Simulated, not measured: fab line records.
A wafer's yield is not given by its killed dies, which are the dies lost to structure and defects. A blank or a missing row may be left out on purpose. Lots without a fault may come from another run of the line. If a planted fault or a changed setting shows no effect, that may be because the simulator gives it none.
A struck lot beside a sound one + flow nand harc + 42 steps out of a route of 1302
Sound: wafers L949.1, L949.3, L949.6. Wafers L957.3, L957.4, L957.6 were the ones struck. The cause is given at the end.
At each step with rows: each side's tool, then ch and its chambers, then its first start. Under that, the readings that differ: sound wafers + struck wafers + difference of the means + sigmas: that difference in standard deviations of wafers without a fault.
alike: same words and numbers on both sides, and readings whose means sit less than 2 such deviations apart. not compared: any withheld reading, any reading some wafer has no value for, any bound like >300 that may hide the same value, and any number with overlapping values for which the record gives no deviation.
A row with sigmas, a row that says differs or no value, or rows on one side alone: a step with any of these is where the two part. Numbers that don't overlap but have no deviation are shown without sigmas and don't part them. Lack of a reading on every wafer of one side parts them only where that side has two or more wafers.

NHARC_A_CONTACT_ETCH_50: etches the open film in CF4/CHF3, target depth 121 nm, time 60.5 s.
  sound on rie diel-03 ch 1,3; struck on rie diel-03 ch 0,2,3
| reading              | sound             | struck          | difference | sigmas |
|----------------------|-------------------|-----------------|------------|--------|
| cf4 flow sccm (sccm) | 100.6 100.3 100.5 | 100.2 99.7 99.1 | -0.8       | -2     |
  alike: chamber pressure mTorr, drypump motor current A, oes product au, rf vpp V, showerhead plenum p Torr, throttle valve pct
  not compared: rf hours counter h
NHARC_A_CONTACT_ETCH_51: etches the open film in O2/COS, target depth 7000 nm, time 1820 s.
  sound on rie diel-03 ch 0,2; struck on rie diel-03 ch 0,1,3
  alike: chamber pressure mTorr, drypump motor current A, oes product au, rf vpp V, showerhead plenum p Torr, throttle valve pct
  not compared: rf hours counter h
then, 4 steps without rows for these wafers: NHARC_A_CONTACT_ETCH_111 (etches the open film in C4F8/O2/Ar, time 140 s, target depth 700 nm); NHARC_A_CONTACT_ETCH_112 (etches the open film in C4F8/O2/Ar, time 190 s, target depth 1850 nm); NHARC_A_CONTACT_ETCH_113 (etches the open film in C4F8/O2/Ar, time 190 s, target depth 1850 nm); NHARC_A_CONTACT_ETCH_114 (etches the open film in C4F8/O2/Ar, time 190 s, target depth 1850 nm).
NHARC_A_CONTACT_ETCH_115: etches the open film in C4F8/O2/Ar, time 190 s, target depth 1850 nm.
  sound on har cap etch-01 ch 1, day 23 20:35; struck on har cap etch-03 ch 0,1, day 26 05:56
  alike: chamber pressure mTorr
  not compared: rf hours counter h
then, 5 steps without rows for these wafers: NHARC_A_CONTACT_ETCH_116 (etches the open film in C4F8/O2/Ar, time 190 s, target depth 1850 nm); NHARC_A_CONTACT_ETCH_117 (etches the open film in C4F8/O2/Ar, time 190 s, target depth 1850 nm); NHARC_A_CONTACT_ETCH_118 (etches the open film in C4F8/O2/Ar, time 190 s, target depth 1850 nm); NHARC_A_CONTACT_ETCH_119 (etches the open film in C4F8/O2/Ar, time 190 s, target depth 1850 nm); NHARC_A_CONTACT_ETCH_120 (etches the open film in C4F8/O2/Ar, time 190 s, target depth 1850 nm).
NHARC_A_CONTACT_ETCH_121: etches the open film in C4F8/O2/Ar, time 190 s, target depth 1850 nm.
  sound on har cap etch-01 ch 1, day 23 21:36; struck on har cap etch-03 ch 0,1, day 26 07:18
  alike: chamber pressure mTorr
  not compared: rf hours counter h
NHARC_A_CONTACT_ETCH_122: etches the open film in C4F8/O2/Ar, time 190 s, target depth 1850 nm.
  sound on har cap etch-01 ch 1, day 23 21:46; struck on har cap etch-03 ch 0,1, day 26 07:32
  alike: chamber pressure mTorr
  not compared: rf hours counter h
then, 2 steps without rows for these wafers: NHARC_A_CONTACT_ETCH_123 (etches the open film in C4F8/O2/Ar, time 490 s, target depth 2110 nm); NHARC_A_CONTACT_ETCH_90 (etches the open film in CH3F/O2, target depth 40 nm, time 85.7 s).
NHARC_A_CONTACT_ETCH_96: etches the open film in C4F6/O2, target depth 20 nm, time 10 s.
  sound on rie diel-02 ch 0,3; struck on rie diel-03 ch 0,1,3, day 26 08:59
  alike: chamber pressure mTorr, drypump motor current A, oes product au, rf vpp V, showerhead plenum p Torr, throttle valve pct
  not compared: rf hours counter h
NHARC_A_CONTACT_CD_MEAS_53:
  sound: cd sem-02 at day 23 23:08; struck: cd sem-03 at day 26 09:05
  alike: cd nm
then, 18 steps without rows for these wafers: NHARC_A_CONTACT_STRIP_99 (strips in N2/H2); NHARC_A_CONTACT_STRIP_100 (strips in CF4/CHF3); NHARC_A_CONTACT_STRIP_101 (strips in O2/COS); NHARC_A_CONTACT_ETCH_102 (etches the open film in CF4/O2, target depth 100 nm, overetch 10 nm, time 55 s); NHARC_A_CONTACT_STRIP_55 (strips in O2); NHARC_A_CONTACT_STRIP_56 (strips in post etch residue remover, time 600 s); NHARC_A_CONTACT_DEP_57 (deposits aC, target thk 5300 nm); NHARC_A_CONTACT_DEP_58 (deposits SiON, target thk 90 nm); NHARC_A_CONTACT_DEHYDRATE_59 (time 120 s); NHARC_A_CONTACT_HMDS_60 (time 30 s); NHARC_A_CONTACT_COAT_61 (time 75 s); NHARC_A_CONTACT_COAT_62 (time 65 s); NHARC_A_CONTACT_COAT_63 (resist thk 90 nm); NHARC_A_CONTACT_SOFTBAKE_64 (time 55 s); NHARC_A_CONTACT_EBR_65; NHARC_A_CONTACT_EXPOSE_66 (exposes mask A CC 2); NHARC_A_CONTACT_PEB_67 (peb time 65 s); NHARC_A_CONTACT_DEVELOP_68 (develop time 35 s).
NHARC_A_CONTACT_CD_MEAS_69: target cd 300 nm.
  sound on cd sem-03 ch 0, day 24 07:41; struck on cd sem-02 ch 0, day 26 14:48
  alike: cd nm
NHARC_A_CONTACT_OVL_MEAS_70:
  sound: overlay-02 at day 24 07:47; struck: overlay-02 at day 26 14:53
  alike: overlay x nm, overlay y nm
then, 3 steps without rows for these wafers: NHARC_A_CONTACT_DESCUM_74 (chemistry O2, time 3 s); NHARC_A_CONTACT_ETCH_75 (etches the open film in CF4, target depth 39 nm, time 65 s); NHARC_A_CONTACT_ETCH_76 (etches the open film in N2/H2, target depth 260 nm, time 475.3 s).
-- record jumps: 3 days between struck wafers' starts before vs after; left off in module A_CONTACT, resumes in module END, first step shown is number 1302 of the route --
NHARC_END_SORT_01:
  the record has rows for the struck wafers here (prober-02 ch 0, day 29 03:02) and none for the sound ones

WHERE THEY PART
Last at NHARC_END_SORT_01 as far as this record goes, first at NHARC_A_CONTACT_ETCH_50.

WHY: whatever the simulator had introduced
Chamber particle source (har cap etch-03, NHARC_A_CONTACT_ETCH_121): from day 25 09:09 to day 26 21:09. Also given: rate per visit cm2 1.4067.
